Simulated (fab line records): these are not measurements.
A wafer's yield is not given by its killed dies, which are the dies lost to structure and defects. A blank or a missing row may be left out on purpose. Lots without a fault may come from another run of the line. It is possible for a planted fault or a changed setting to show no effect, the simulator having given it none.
Chamber matching :: flow n5-finfet :: N5_FIN_SAQP_PECVD_47 on pecvd-03: 3 sister chambers
The step deposits a-Si from SiH4/He, target thk 45 nm, time 36.3 s. 6 wafers are shown with their chamber, then 11 later ones without.

== EACH WAFER AND ITS CHAMBER ==
wafer: L088.3
chamber: 2
showerhead-plenum-p-Torr (Torr): 5.62
throttle-valve-pct (%): 18.0

wafer: L088.4
chamber: 0
showerhead-plenum-p-Torr (Torr): 5.68
throttle-valve-pct (%): 17.2

wafer: L090.3
chamber: 1
showerhead-plenum-p-Torr (Torr): 5.76
throttle-valve-pct (%): 18.8

wafer: L090.4
chamber: 1
showerhead-plenum-p-Torr (Torr): 5.74
throttle-valve-pct (%): 18.8

wafer: L090.6
chamber: 0
showerhead-plenum-p-Torr (Torr): 5.67
throttle-valve-pct (%): 17.4

wafer: L092.1
chamber: 2
showerhead-plenum-p-Torr (Torr): 5.62
throttle-valve-pct (%): 17.6

== WAFERS WHOSE CHAMBER IS MISSING ==
wafer: L092.4
showerhead-plenum-p-Torr (Torr): 5.64
throttle-valve-pct (%): 17.5

wafer: L092.6
showerhead-plenum-p-Torr (Torr): 5.69
throttle-valve-pct (%): 17.3

wafer: L094.2
showerhead-plenum-p-Torr (Torr): 5.75
throttle-valve-pct (%): 18.8

wafer: L094.3
showerhead-plenum-p-Torr (Torr): 5.68
throttle-valve-pct (%): 17.3

wafer: L094.6
showerhead-plenum-p-Torr (Torr): 5.76
throttle-valve-pct (%): 19.0

wafer: L095.1
showerhead-plenum-p-Torr (Torr): 5.75
throttle-valve-pct (%): 18.9

wafer: L095.3
showerhead-plenum-p-Torr (Torr): 5.67
throttle-valve-pct (%): 17.4

wafer: L095.5
showerhead-plenum-p-Torr (Torr): 5.67
throttle-valve-pct (%): 17.3

wafer: L096.1
showerhead-plenum-p-Torr (Torr): 5.67
throttle-valve-pct (%): 17.4

wafer: L096.2
showerhead-plenum-p-Torr (Torr): 5.62
throttle-valve-pct (%): 17.7

wafer: L096.5
showerhead-plenum-p-Torr (Torr): 5.67
throttle-valve-pct (%): 17.7

== EACH ONE'S CHAMBER ==
wafer: L092.4
from the rows above: can't be placed: 2 or 0
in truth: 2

wafer: L092.6
from the rows above: 0
in truth: 0

wafer: L094.2
from the rows above: 1
in truth: 1

wafer: L094.3
from the rows above: 0
in truth: 0

wafer: L094.6
from the rows above: 1
in truth: 1

wafer: L095.1
from the rows above: 1
in truth: 1

wafer: L095.3
from the rows above: 0
in truth: 0

wafer: L095.5
from the rows above: 0
in truth: 0

wafer: L096.1
from the rows above: 0
in truth: 0

wafer: L096.2
from the rows above: 2
in truth: 2

wafer: L096.5
from the rows above: 0
in truth: 0
Correctly placed: 10 of 11. Can't be placed from these rows: 1 (the true chamber is among the candidates in 1). Number placed wrongly: 0.
How it was worked out, from the rows above alone: a wafer's distance from a chamber is the root of the sum, over the readings, of the square of ((its reading less the chamber's mean) divided by the reading's scatter). The wafer belongs to the nearest chamber; if the next one is less than 2 further off, it can't be placed. A chamber's mean is the mean of its shown wafers. How the scatter is found: for the shown wafers, subtract from each reading the mean of its chamber, square and add these, divide the total by (wafers less chambers), then take the root.
